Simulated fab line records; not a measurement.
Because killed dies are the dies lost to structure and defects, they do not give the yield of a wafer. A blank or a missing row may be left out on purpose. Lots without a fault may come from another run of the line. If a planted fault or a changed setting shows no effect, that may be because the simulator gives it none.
Lot-split experiment | flow n5-finfet | 21 wafers read from 7 lots, route of 1938 steps

ABOUT THE SPLIT
At N5_MOL_CONTACT_COAG_VIA_ETCH_117 (etches SiO2 in C4F6/O2, target depth 40 nm, overetch 8 nm, time 26 s), the setting bias-w was moved away from the recipe's 455 W on 3 of the 21 wafers read, by -13.9% to -8.4%. For the rest of the wafers, this setting stayed at what the recipe calls for.

The reading comes from the split's own step.

THE READING
rf-vpp-V, in V, at N5_MOL_CONTACT_COAG_VIA_ETCH_117 (etches SiO2 in C4F6/O2, target depth 40 nm, overetch 8 nm, time 26 s). Fault-free wafers of this fab line usually give 1588 V, standard deviation 20 V.

wafer  | tool, chamber at the split | bias-w as run, W | against the recipe | rf-vpp-V, V | against lot-mates on the recipe
L078.1 | rie-diel-05, 2             | 455              | recipe             | 1597        | -
L078.4 | rie-diel-05, 0             | 455              | recipe             | 1583        | -
L078.5 | rie-diel-05, 2             | 455              | recipe             | 1597        | -
L081.4 | rie-diel-04, 2             | 455              | recipe             | 1605        | -
L081.5 | rie-diel-04, 0             | 455              | recipe             | 1571        | -
L081.6 | rie-diel-04, 1             | 396.4            | -12.9%             | 1419        | -169
L082.1 | rie-diel-05, 1             | 455              | recipe             | 1607        | -
L082.2 | rie-diel-05, 2             | 455              | recipe             | 1596        | -
L082.6 | rie-diel-05, 2             | 455              | recipe             | 1597        | -
L085.2 | rie-diel-02, 2             | 455              | recipe             | 1553        | -
L085.5 | rie-diel-02, 3             | 455              | recipe             | 1580        | -
L085.6 | rie-diel-02, 2             | 416.6            | -8.4%              | 1453        | -114
L090.1 | rie-diel-04, 0             | 455              | recipe             | 1569        | -
L090.3 | rie-diel-04, 1             | 455              | recipe             | 1573        | -
L090.5 | rie-diel-04, 1             | 455              | recipe             | 1574        | -
L091.3 | rie-diel-04, 3             | 455              | recipe             | 1622        | -
L091.4 | rie-diel-04, 0             | 455              | recipe             | 1569        | -
L091.6 | rie-diel-04, 1             | 455              | recipe             | 1573        | -
L094.1 | rie-diel-02, 2             | 455              | recipe             | 1551        | -
L094.2 | rie-diel-02, 0             | 455              | recipe             | 1603        | -
L094.4 | rie-diel-02, 3             | 391.9            | -13.9%             | 1412        | -165

FIT RESULTS
A straight line over all 21 wafers: rf-vpp-V changes by +13.1 V for each +1% of bias-w; r = +0.95; the points scatter about the line by 19 V.
The same after taking each lot's own level away (the mean of its wafers on the recipe; 21 wafers): +12.6 V for each +1%; r = +0.96; scatter 15 V.
Per that fit: largest bias-w move, reading shift of 1.7e+02 V.
The span of the lots' own levels, 1566.5 to 1600.0 V, comes to 1.7 times the standard deviation stated above.
Consequently the slope shifts little with the lot-to-lot level, the two slopes agreeing.
Check: -183 V against its lot-mates is what the line predicts for one of the wafers moved furthest among these (-13.9%) when that wafer is left out of the fit. Against them it came out at -165 V.
Tool readings at the split's step, against how far the setting was moved: rf-vpp-V r = +0.95.

THESE WAFERS: OTHER SPLITS
Before the reading, these wafers also passed through other splits. Each is held against what the fit with the lots' levels taken away leaves over:
other split on the same wafers        | wafers away from the commonest value | r with rf-vpp-V (lot level and that fit taken away)
N5_HKMG_FIN_DEVELOP_48 develop-time-s | 4                                    | +0.27
N5_GATE_CUT_ETCH_58 bias-w            | 10                                   | -0.02
N5_MOL_CONTACT_COAG_ETCH_105 bias-w   | 7                                    | +0.24
N5_MOL_CONTACT_COAG_ETCH_15 source-w  | 7                                    | +0.20

THE FILE'S OWN FIT
rf-vpp-V changes by +12.6 V for each +1% of bias-w, r = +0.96.
